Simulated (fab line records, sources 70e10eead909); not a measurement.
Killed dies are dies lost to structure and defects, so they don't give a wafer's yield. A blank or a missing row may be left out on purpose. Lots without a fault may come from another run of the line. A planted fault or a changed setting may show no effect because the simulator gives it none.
Which tool did it? | flow nand_harc | 23 lots, 69 wafers sampled, at 6 steps of a route of 1302

WHAT THE GAUGES READ, wafer by wafer
The record holds no reading of a measuring or inspecting step that can be judged against a usual standard deviation.

WHICH TOOL RAN EACH LOT (tool, then ch and the chambers of the sampled wafers, then the start)
lot  | NHARC_A_STAIRCASE_STRIP_254          | NHARC_A_STAIRCASE_DEP_280       | NHARC_A_STAIRCASE_HM_OPEN_460                 | NHARC_A_STAIRCASE_DEP_301       | NHARC_A_STAIRCASE_HM_OPEN_463  | NHARC_A_STAIRCASE_STRIP_316
L075 | plasma_asher-02 ch 0,1, day 16 18:44 | pecvd-01 ch 0,1, day 17 03:28   | rie_diel-04 ch 0,1,3, day 17 12:36 or earlier | pecvd-01 ch 0,1,2, day 17 12:36 | rie_diel-09 ch 0,2,3, no start | rie_diel-09 ch 1,2,3, no start
L074 | plasma_asher-01 ch 0,1, day 16 19:08 | pecvd-03 ch 0,1,2, day 17 07:01 | rie_diel-09 ch 0,1,2, day 17 15:42 or earlier | pecvd-01 ch 0,1,2, day 17 15:42 | rie_diel-09 ch 0,1,3, no start | rie_diel-09 ch 0,1,3, no start
L076 | plasma_asher-02 ch 0, day 17 07:21   | pecvd-01 ch 1,2, day 17 18:32   | rie_diel-04 ch 0,2,3, day 17 23:41 or earlier | pecvd-04 ch 0,1,2, day 17 23:41 | rie_diel-09 ch 0,2, no start   | rie_diel-09 ch 1,2,3, no start
L077 | plasma_asher-01 ch 0, day 18 01:57   | pecvd-03 ch 0,2, day 18 13:59   | rie_diel-01 ch 0,1,2, day 18 20:11 or earlier | pecvd-01 ch 0,1,2, day 18 20:11 | rie_diel-01 ch 0,2,3, no start | rie_diel-01 ch 1,2,3, no start
L078 | plasma_asher-01 ch 0,1, day 18 04:44 | pecvd-04 ch 0,1,2, day 18 15:31 | rie_diel-09 ch 0,2,3, day 18 23:50 or earlier | pecvd-04 ch 0,1,2, day 18 23:50 | rie_diel-09 ch 1,2,3, no start | rie_diel-09 ch 0,1,3, no start
L079 | plasma_asher-02 ch 0,1, day 18 05:05 | pecvd-03 ch 0,1,2, day 18 16:06 | rie_diel-04 ch 1,2,3, day 19 01:13 or earlier | pecvd-01 ch 0,1,2, day 19 01:13 | rie_diel-04 ch 1,2,3, no start | rie_diel-04 ch 1,2,3, no start
L080 | plasma_asher-01 ch 0,1, day 18 20:37 | pecvd-03 ch 1,2, day 19 09:35   | rie_diel-09 ch 0,2,3, day 19 14:59 or earlier | pecvd-01 ch 0,1,2, day 19 14:59 | rie_diel-01 ch 1,2,3, no start | rie_diel-01 ch 0,1,2, no start
L081 | plasma_asher-01 ch 0,1, day 19 01:31 | pecvd-01 ch 0,1,2, day 19 13:32 | rie_diel-04 ch 0,1,2, day 19 18:36 or earlier | pecvd-01 ch 0,1, day 19 18:36   | rie_diel-01 ch 0,2,3, no start | rie_diel-01 ch 0,3, no start
L082 | plasma_asher-01 ch 0,1, day 19 18:09 | pecvd-01 ch 0,1,2, day 20 05:15 | rie_diel-09 ch 0,2,3, day 20 11:47 or earlier | pecvd-04 ch 0,1,2, day 20 11:47 | rie_diel-04 ch 0,1,3, no start | rie_diel-04 ch 1,2,3, no start
L083 | plasma_asher-02 ch 0,1, day 19 18:19 | pecvd-01 ch 0,2, day 20 07:04   | rie_diel-01 ch 0,2,3, day 20 13:41 or earlier | pecvd-01 ch 0,2, day 20 13:41   | rie_diel-01 ch 0,2,3, no start | rie_diel-01 ch 1,3, no start
L085 | plasma_asher-02 ch 0,1, day 20 15:29 | pecvd-03 ch 0,1, day 21 00:46   | rie_diel-01 ch 0,1, day 21 06:08 or earlier   | pecvd-03 ch 0,1,2, day 21 06:08 | rie_diel-01 ch 0,1,2, no start | rie_diel-01 ch 0,2, no start
L084 | plasma_asher-02 ch 0, day 20 19:32   | pecvd-04 ch 1,2, day 21 04:08   | rie_diel-04 ch 0,1,2, day 21 12:03 or earlier | pecvd-03 ch 0,1, day 21 12:03   | rie_diel-09 ch 2,3, no start   | rie_diel-09 ch 2,3, no start
L086 | plasma_asher-02 ch 0,1, day 21 05:16 | pecvd-03 ch 0,1, day 21 16:16   | rie_diel-04 ch 0,2,3, day 22 01:59 or earlier | pecvd-03 ch 0,2, day 22 01:59   | rie_diel-04 ch 0,2, no start   | rie_diel-04 ch 0,2,3, no start
L087 | plasma_asher-01 ch 0,1, day 22 06:13 | pecvd-03 ch 0,2, day 22 15:12   | rie_diel-04 ch 0,1,3, day 22 20:20 or earlier | pecvd-04 ch 0,1,2, day 22 20:20 | rie_diel-04 ch 0,2,3, no start | rie_diel-04 ch 0,1,3, no start
L088 | plasma_asher-02 ch 0, day 22 15:16   | pecvd-03 ch 0,1,2, day 23 01:35 | rie_diel-01 ch 0,1,3, day 23 07:02 or earlier | pecvd-03 ch 0,2, day 23 07:02   | rie_diel-09 ch 0,1,3, no start | rie_diel-09 ch 0,1,3, no start
L089 | plasma_asher-02 ch 0,1, day 22 15:34 | pecvd-01 ch 0,1, day 23 01:37   | rie_diel-01 ch 2,3, day 23 07:18 or earlier   | pecvd-01 ch 0,1,2, day 23 07:18 | rie_diel-01 ch 0,1, no start   | rie_diel-01 ch 1,2,3, no start
L090 | plasma_asher-02 ch 0,1, day 23 10:23 | pecvd-03 ch 1,2, day 23 18:56   | rie_diel-09 ch 0,1,2, day 24 02:10 or earlier | pecvd-04 ch 1,2, day 24 02:10   | rie_diel-09 ch 0,1,2, no start | rie_diel-09 ch 1,2,3, no start
L091 | plasma_asher-01 ch 0,1, day 23 10:58 | pecvd-01 ch 0,1,2, day 23 20:44 | rie_diel-09 ch 1,2,3, day 24 04:30 or earlier | pecvd-01 ch 1,2, day 24 04:30   | rie_diel-04 ch 0,1,3, no start | rie_diel-04 ch 0,1,2, no start
L093 | plasma_asher-01 ch 0,1, day 24 12:16 | pecvd-01 ch 0,1,2, day 24 23:00 | rie_diel-09 ch 1,2,3, day 25 04:29 or earlier | pecvd-01 ch 0,1,2, day 25 04:29 | rie_diel-01 ch 0,1,3, no start | rie_diel-01 ch 0,2,3, no start
L092 | plasma_asher-02 ch 0,1, day 24 12:44 | pecvd-03 ch 0,1,2, day 24 23:29 | rie_diel-01 ch 0,1,2, day 25 04:33 or earlier | pecvd-04 ch 1,2, day 25 04:33   | rie_diel-04 ch 0,1,3, no start | rie_diel-04 ch 1,2,3, no start
L094 | plasma_asher-02 ch 0,1, day 24 23:59 | pecvd-01 ch 1,2, day 25 11:52   | rie_diel-01 ch 0,1,3, day 25 17:51 or earlier | pecvd-04 ch 0,2, day 25 17:51   | rie_diel-09 ch 1,2,3, no start | rie_diel-09 ch 1,2, no start
L096 | plasma_asher-01 ch 0,1, day 25 02:34 | pecvd-03 ch 0,2, day 25 13:11   | rie_diel-04 ch 0,1,2, day 25 18:41 or earlier | pecvd-03 ch 1,2, day 25 18:41   | rie_diel-09 ch 0,1,3, no start | rie_diel-09 ch 0,1,3, no start
L097 | plasma_asher-02 ch 0,1, day 25 19:48 | pecvd-04 ch 0,2, day 26 04:10   | rie_diel-04 ch 0,1,3, day 26 10:43 or earlier | pecvd-01 ch 0,2, day 26 10:43   | rie_diel-04 ch 0,2,3, no start | rie_diel-04 ch 0,1,2, no start
- NHARC_A_STAIRCASE_STRIP_254: strips in O2.
- NHARC_A_STAIRCASE_DEP_280: deposits SiON, target thk 30 nm.
- NHARC_A_STAIRCASE_HM_OPEN_460: chemistry O2/COS.
- NHARC_A_STAIRCASE_DEP_301: deposits SiON, target thk 30 nm.
- NHARC_A_STAIRCASE_HM_OPEN_463: chemistry O2/COS.
- NHARC_A_STAIRCASE_STRIP_316: strips in O2.

WHAT THE TOOLS THEMSELVES READ (means of the sampled wafers that have a number; where no wafer has one, the mark that the record gives instead)
NHARC_A_STAIRCASE_STRIP_254.
lot  | tool            | drypump_motor_current_A (A) | heater_power_w (W)
L075 | plasma_asher-02 | 5.91                        | 331
L074 | plasma_asher-01 | 6.22                        | 309
L076 | plasma_asher-02 | 5.98                        | 339
L077 | plasma_asher-01 | 6.18                        | 320
L078 | plasma_asher-01 | 6.24                        | 299
L079 | plasma_asher-02 | 5.92                        | 334
L080 | plasma_asher-01 | 6.23                        | 297
L081 | plasma_asher-01 | 6.21                        | 296
L082 | plasma_asher-01 | 6.24                        | 300
L083 | plasma_asher-02 | 5.92                        | 321
L085 | plasma_asher-02 | 5.91                        | 317
L084 | plasma_asher-02 | 5.97                        | 347
L086 | plasma_asher-02 | 5.92                        | 321
L087 | plasma_asher-01 | 6.22                        | 301
L088 | plasma_asher-02 | 5.97                        | 353
L089 | plasma_asher-02 | 5.92                        | 319
L090 | plasma_asher-02 | 5.91                        | 315
L091 | plasma_asher-01 | 6.22                        | 300
L093 | plasma_asher-01 | 6.22                        | 296
L092 | plasma_asher-02 | 5.95                        | 336
L094 | plasma_asher-02 | 5.91                        | 320
L096 | plasma_asher-01 | 6.22                        | 313
L097 | plasma_asher-02 | 5.92                        | 318

NHARC_A_STAIRCASE_DEP_280.
lot  | tool     | heater_power_w (W) | rf_fwd_power_W (W) | showerhead_vpp_V (V)
L075 | pecvd-01 | 798                | 349.1              | 1152
L074 | pecvd-03 | 708                | 347.6              | 1147
L076 | pecvd-01 | 685                | 348.5              | 1063
L077 | pecvd-03 | 812                | 347.9              | 1161
L078 | pecvd-04 | 802                | 346.8              | 1118
L079 | pecvd-03 | 768                | 349.4              | 1133
L080 | pecvd-03 | 743                | 347.8              | 1104
L081 | pecvd-01 | 700                | 349.9              | 1103
L082 | pecvd-01 | 718                | 348.4              | 1106
L083 | pecvd-01 | 680                | 348.7              | 1082
L085 | pecvd-03 | 785                | 348.7              | 1131
L084 | pecvd-04 | 744                | 348.0              | 1099
L086 | pecvd-03 | 769                | 348.9              | 1137
L087 | pecvd-03 | 735                | 348.5              | 1167
L088 | pecvd-03 | 803                | 348.3              | 1140
L089 | pecvd-01 | 783                | 349.3              | 1136
L090 | pecvd-03 | 768                | 349.1              | 1135
L091 | pecvd-01 | 753                | 348.0              | 1107
L093 | pecvd-01 | 761                | 348.9              | 1102
L092 | pecvd-03 | 789                | 348.5              | 1142
L094 | pecvd-01 | 712                | 348.6              | 1049
L096 | pecvd-03 | 798                | 348.5              | 1157
L097 | pecvd-04 | 736                | 348.5              | 1143

NHARC_A_STAIRCASE_HM_OPEN_460.
lot  | tool        | drypump_motor_current_A (A) | oes_product_au (a.u.) | rf_fwd_power_W (W) | rf_vpp_V (V) | showerhead_plenum_p_Torr (Torr) | throttle_valve_pct (%)
L075 | rie_diel-04 | 5.4                         | 0.997                 | 501.6              | 466          | 3.09                            | 28.326
L074 | rie_diel-09 | 5.9                         | 1.001                 | 499.4              | 465          | 3.03                            | 28.335
L076 | rie_diel-04 | 5.5                         | 1.005                 | 500.0              | 466          | 3.10                            | 28.331
L077 | rie_diel-01 | 5.7                         | 0.996                 | 499.3              | 466          | 3.08                            | 28.331
L078 | rie_diel-09 | 5.8                         | 0.997                 | 498.9              | 466          | 3.06                            | 28.325
L079 | rie_diel-04 | 5.3                         | 0.998                 | 501.3              | 464          | 2.96                            | 28.334
L080 | rie_diel-09 | 5.8                         | 0.998                 | 498.9              | 465          | 3.06                            | 28.338
L081 | rie_diel-04 | 5.4                         | 0.993                 | 498.7              | 466          | 3.05                            | 28.330
L082 | rie_diel-09 | 5.8                         | 0.998                 | 499.2              | 466          | 3.06                            | 28.333
L083 | rie_diel-01 | 6.0                         | 0.999                 | 498.6              | 468          | 3.20                            | 28.322
L085 | rie_diel-01 | 5.5                         | 0.990                 | 499.8              | 465          | 3.01                            | 28.335
L084 | rie_diel-04 | 5.4                         | 0.997                 | 499.6              | 464          | 3.04                            | 28.332
L086 | rie_diel-04 | 5.5                         | 1.000                 | 499.5              | 467          | 3.09                            | 28.331
L087 | rie_diel-04 | 5.4                         | 1.002                 | 498.9              | 466          | 3.07                            | 28.330
L088 | rie_diel-01 | 6.0                         | 0.996                 | 498.6              | 468          | 3.11                            | 28.328
L089 | rie_diel-01 | 6.5                         | 1.003                 | 500.5              | 470          | 3.30                            | 28.334
L090 | rie_diel-09 | 5.9                         | 1.006                 | 499.4              | 468          | 3.17                            | 28.328
L091 | rie_diel-09 | 5.8                         | 0.998                 | 499.0              | 468          | 3.16                            | 28.336
L093 | rie_diel-09 | 5.8                         | 1.002                 | 499.4              | 468          | 3.15                            | 28.329
L092 | rie_diel-01 | 5.6                         | 0.995                 | 498.3              | 466          | 3.06                            | 28.333
L094 | rie_diel-01 | 6.0                         | 0.989                 | 499.7              | 465          | 3.11                            | 28.338
L096 | rie_diel-04 | 5.4                         | 1.005                 | 498.2              | 469          | 3.18                            | 28.335
L097 | rie_diel-04 | 5.4                         | 0.993                 | 498.3              | 469          | 3.22                            | 28.331

NHARC_A_STAIRCASE_DEP_301.
lot  | tool     | heater_power_w (W) | rf_fwd_power_W (W) | showerhead_vpp_V (V)
L075 | pecvd-01 | 783                | 348.5              | 1113
L074 | pecvd-01 | 736                | 348.2              | 1101
L076 | pecvd-04 | 801                | 347.9              | 1131
L077 | pecvd-01 | 729                | 347.6              | 1104
L078 | pecvd-04 | 759                | 347.9              | 1128
L079 | pecvd-01 | 792                | 347.5              | 1106
L080 | pecvd-01 | 709                | 347.7              | 1117
L081 | pecvd-01 | 759                | 348.0              | 1146
L082 | pecvd-04 | 755                | 347.5              | 1116
L083 | pecvd-01 | 829                | 348.3              | 1119
L085 | pecvd-03 | 780                | 349.1              | 1140
L084 | pecvd-03 | 811                | 348.7              | 1117
L086 | pecvd-03 | 725                | 348.2              | 1151
L087 | pecvd-04 | 759                | 348.5              | 1142
L088 | pecvd-03 | 700                | 348.5              | 1160
L089 | pecvd-01 | 731                | 350.0              | 1104
L090 | pecvd-04 | 784                | 348.3              | 1094
L091 | pecvd-01 | 709                | 349.9              | 1078
L093 | pecvd-01 | 737                | 348.3              | 1119
L092 | pecvd-04 | 691                | 349.5              | 1098
L094 | pecvd-04 | 707                | 347.7              | 1133
L096 | pecvd-03 | 772                | 348.5              | 1141
L097 | pecvd-01 | 680                | 349.4              | 1079

NHARC_A_STAIRCASE_HM_OPEN_463.
lot  | tool        | drypump_motor_current_A (A) | oes_product_au (a.u.) | rf_fwd_power_W (W) | rf_vpp_V (V) | showerhead_plenum_p_Torr (Torr) | throttle_valve_pct (%)
L075 | rie_diel-09 | 5.8                         | 0.997                 | 499.6              | 466          | 3.06                            | 28.333
L074 | rie_diel-09 | 5.8                         | 1.007                 | 499.3              | 469          | 3.17                            | 28.332
L076 | rie_diel-09 | 5.9                         | 1.000                 | 498.6              | 463          | 2.91                            | 28.330
L077 | rie_diel-01 | 6.0                         | 0.998                 | 499.1              | 469          | 3.20                            | 28.335
L078 | rie_diel-09 | 5.8                         | 0.997                 | 499.3              | 467          | 3.18                            | 28.331
L079 | rie_diel-04 | 5.3                         | 0.999                 | 498.5              | 464          | 2.96                            | 28.325
L080 | rie_diel-01 | 6.2                         | 1.006                 | 500.0              | 468          | 3.18                            | 28.329
L081 | rie_diel-01 | 6.0                         | 1.007                 | 498.9              | 468          | 3.20                            | 28.326
L082 | rie_diel-04 | 5.4                         | 1.007                 | 498.0              | 466          | 3.08                            | 28.329
L083 | rie_diel-01 | 6.0                         | 1.000                 | 499.0              | 469          | 3.19                            | 28.324
L085 | rie_diel-01 | 5.7                         | 0.996                 | 498.3              | 466          | 3.07                            | 28.333
L084 | rie_diel-09 | 5.7                         | 0.994                 | 497.0              | 468          | 3.20                            | 28.338
L086 | rie_diel-04 | 5.5                         | 0.997                 | 498.2              | 466          | 3.04                            | 28.327
L087 | rie_diel-04 | 5.5                         | 1.004                 | 499.4              | 466          | 3.08                            | 28.332
L088 | rie_diel-09 | 5.8                         | 0.996                 | 500.2              | 471          | 3.31                            | 28.335
L089 | rie_diel-01 | 5.7                         | 0.986                 | 498.9              | 465          | 2.99                            | 28.331
L090 | rie_diel-09 | 5.9                         | 1.001                 | 498.9              | 468          | 3.17                            | 28.337
L091 | rie_diel-04 | 5.4                         | 1.000                 | 500.0              | 469          | 3.23                            | 28.319
L093 | rie_diel-01 | 6.0                         | 0.997                 | 498.9              | 466          | 3.11                            | 28.328
L092 | rie_diel-04 | 5.4                         | 1.001                 | 499.4              | 470          | 3.23                            | 28.331
L094 | rie_diel-09 | 5.8                         | 1.003                 | 499.8              | 468          | 3.15                            | 28.325
L096 | rie_diel-09 | 5.8                         | 0.993                 | 498.6              | 472          | 3.30                            | 28.331
L097 | rie_diel-04 | 5.5                         | 0.999                 | 500.3              | 466          | 3.07                            | 28.344

NHARC_A_STAIRCASE_STRIP_316.
lot  | tool        | drypump_motor_current_A (A) | oes_product_au (a.u.) | rf_vpp_V (V) | showerhead_plenum_p_Torr (Torr) | throttle_valve_pct (%)
L075 | rie_diel-09 | 5.8                         | 0.999                 | 57.8         | 3.59                            | 17.043
L074 | rie_diel-09 | 5.8                         | 1.004                 | 57.5         | 3.58                            | 17.030
L076 | rie_diel-09 | 5.8                         | 0.994                 | 57.7         | 3.59                            | 17.030
L077 | rie_diel-01 | 6.2                         | 0.996                 | 58.5         | 3.60                            | 17.042
L078 | rie_diel-09 | 5.8                         | 1.000                 | 57.8         | 3.57                            | 17.044
L079 | rie_diel-04 | 5.3                         | 1.003                 | 57.7         | 3.35                            | 17.036
L080 | rie_diel-01 | 5.7                         | 0.994                 | 57.4         | 3.47                            | 17.033
L081 | rie_diel-01 | 5.9                         | 1.002                 | 58.3         | 3.55                            | 17.044
L082 | rie_diel-04 | 5.3                         | 1.010                 | 57.7         | 3.34                            | 17.045
L083 | rie_diel-01 | 6.2                         | 1.001                 | 57.6         | 3.52                            | 17.041
L085 | rie_diel-01 | 5.7                         | 1.004                 | 58.9         | 3.55                            | 17.042
L084 | rie_diel-09 | 5.7                         | 0.991                 | 57.8         | 3.62                            | 17.043
L086 | rie_diel-04 | 5.5                         | 1.002                 | 57.6         | 3.48                            | 17.031
L087 | rie_diel-04 | 5.4                         | 0.992                 | 58.4         | 3.47                            | 17.043
L088 | rie_diel-09 | 5.8                         | 1.000                 | 57.3         | 3.74                            | 17.037
L089 | rie_diel-01 | 6.2                         | 1.002                 | 57.9         | 3.58                            | 17.033
L090 | rie_diel-09 | 5.8                         | 1.001                 | 57.7         | 3.57                            | 17.035
L091 | rie_diel-04 | 5.4                         | 1.003                 | 57.9         | 3.60                            | 17.038
L093 | rie_diel-01 | 6.0                         | 0.999                 | 58.3         | 3.59                            | 17.038
L092 | rie_diel-04 | 5.3                         | 0.997                 | 57.7         | 3.50                            | 17.028
L094 | rie_diel-09 | 6.0                         | 1.002                 | 57.4         | 3.40                            | 17.037
L096 | rie_diel-09 | 5.8                         | 0.999                 | 58.0         | 3.73                            | 17.035
L097 | rie_diel-04 | 5.4                         | 1.000                 | 57.6         | 3.60                            | 17.029

THE ANSWER, worked out from the rows above alone
Rule: what is usual is taken from the lots themselves. Put in order of their means at a reading, lots are off if they are a third of the lots or fewer, leave a main group of 4 or more, and stand apart from it by a gap of 3 or more times the standard deviation of the main group's means; of several such gaps the widest counts. A main group whose means are all the same, to the digits that the tables above print for the reading, isn't used. A lot without any number at a reading at which 4 lots or more have one is off too. The other lots that the step has rows for count as sound. The gauges are gone through in route order, then the tools' own readings, and for those a lot's mean is taken as printed above. The first step at which some lot is off is used, and at that step the reading that is off furthest; a lot without a number counts as furthest.
No lot is off at any reading shown: from this, nothing can be told.

WHAT THE SIMULATOR HAD PUT IN
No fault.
